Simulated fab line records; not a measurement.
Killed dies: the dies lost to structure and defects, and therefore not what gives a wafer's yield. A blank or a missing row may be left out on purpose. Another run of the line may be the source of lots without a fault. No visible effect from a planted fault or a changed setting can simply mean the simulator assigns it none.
Split-lot trial    flow n5_finfet    on a route of 1938 steps: 7 lots, 21 wafers read

ON THE SPLIT
At N5_BEOL_M2_ETCH_64 (etches SOC in N2/H2, target depth 75 nm, overetch 22.5 nm, time 121.9 s), the setting time_s was moved away from the recipe's 121.9 s on 7 of the 21 wafers read, by -17.4% to +11.9%. All remaining wafers had this setting at the recipe value.

The reading is taken at the split's own step.

THE READING
SiARC_of_BEOL_M2_COAT_62.thk_nm (the simulator's own value, which no gauge read), in nm, at N5_BEOL_M2_ETCH_64 (etches SOC in N2/H2, target depth 75 nm, overetch 22.5 nm, time 121.9 s). The file does not state a usual value for it. Here, 14 wafers ran the recipe; their average is 6.2 nm with a standard deviation of 0.15 nm.

wafer   tool, chamber at the split  time_s as run, s  against the recipe  SiARC_of_BEOL_M2_COAT_62.thk_nm, nm  against lot-mates on the recipe
L076.1  rie_diel-06, 3              104.8             -14.0%              7                                    +0.8
L076.2  rie_diel-06, 2              121.9             recipe              6.2                                  -
L076.4  rie_diel-06, 0              104.8             -14.0%              6.8                                  +0.6
L079.2  rie_diel-02, 0              136.4             +11.9%              5.6                                  -0.6
L079.5  rie_diel-02, 2              121.9             recipe              6                                    -
L079.6  rie_diel-02, 3              121.9             recipe              6.4                                  -
L080.1  rie_diel-01, 0,3            121.9             recipe              6.2                                  -
L080.4  rie_diel-01, 0,3            121.9             recipe              6.2                                  -
L080.6  rie_diel-01, 0              107.4             -11.9%              7                                    +0.8
L092.4  rie_diel-02, 2              121.9             recipe              6                                    -
L092.5  rie_diel-02, 2              121.9             recipe              6                                    -
L092.6  rie_diel-02, 3              121.9             recipe              6.4                                  -
L093.2  rie_diel-02, 3              121.9             recipe              6.4                                  -
L093.3  rie_diel-02, 2,0            100.7             -17.4%              7.2                                  +0.8
L093.4  rie_diel-02, 2,0            100.7             -17.4%              7.2                                  +0.8
L094.4  rie_diel-01, 3              121.9             recipe              6                                    -
L094.5  rie_diel-01, 0,1            121.9             recipe              6.2                                  -
L094.6  rie_diel-01, 0,1            121.9             recipe              6.2                                  -
L096.1  rie_diel-01, 3              121.9             recipe              6.2                                  -
L096.2  rie_diel-01, 1              121.9             recipe              6.4                                  -
L096.4  rie_diel-01, 1              106.4             -12.7%              7                                    +0.7
If several chambers appear in one row, that row covers several wafers at once and the file leaves open which wafer was in which chamber.

THE FIT
A straight line over all 21 wafers: SiARC_of_BEOL_M2_COAT_62.thk_nm changes by -0.0558 nm for each +1% of time_s; r = -0.95; the points scatter about the line by 0.14 nm.
The same after taking each lot's own level away (the mean of its wafers on the recipe; 21 wafers): -0.0504 nm for each +1%; r = -0.95; scatter 0.13 nm.
The reading moves by 0.88 nm for the largest change in time_s, on that fit.
The lots' own levels span 6.13 to 6.40 nm, that is 1.8 times the standard deviation above.
In other words, the slope is changed by the lot-to-lot level; the two fits disagree.
Check: +0.902 nm against its lot-mates is what the line predicts for one of the wafers moved furthest among these (-17.4%) when that wafer is left out of the fit. Against them it came out at +0.8 nm.

ADDITIONAL SPLITS CARRIED BY THESE WAFERS
These wafers also went through other splits before the reading. Each is held against what the fit with the lots' levels taken away leaves over:
other split on the same wafers        wafers away from the commonest value  r with SiARC_of_BEOL_M2_COAT_62.thk_nm (lot level and that fit taken away)
N5_MOL_CONTACT_COAG_COAT_62 spin_rpm  6                                     +0.01
N5_BEOL_M0_SAQP_ILD_DEP_01 time_s     7                                     +0.00
N5_BEOL_M0_SAQP_PECVD_04 time_s       7                                     +0.23
N5_BEOL_M0_CUTY_EXPOSE_54 dose_mj     6                                     +0.26
N5_BEOL_M0_ETCH_138 source_w          8                                     -0.31
N5_BEOL_M0_ETCH_109 bias_w            4                                     -0.04

THE FILE'S OWN FIT
SiARC_of_BEOL_M2_COAT_62.thk_nm changes by -0.0522 nm for each +1% of time_s, r = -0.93.
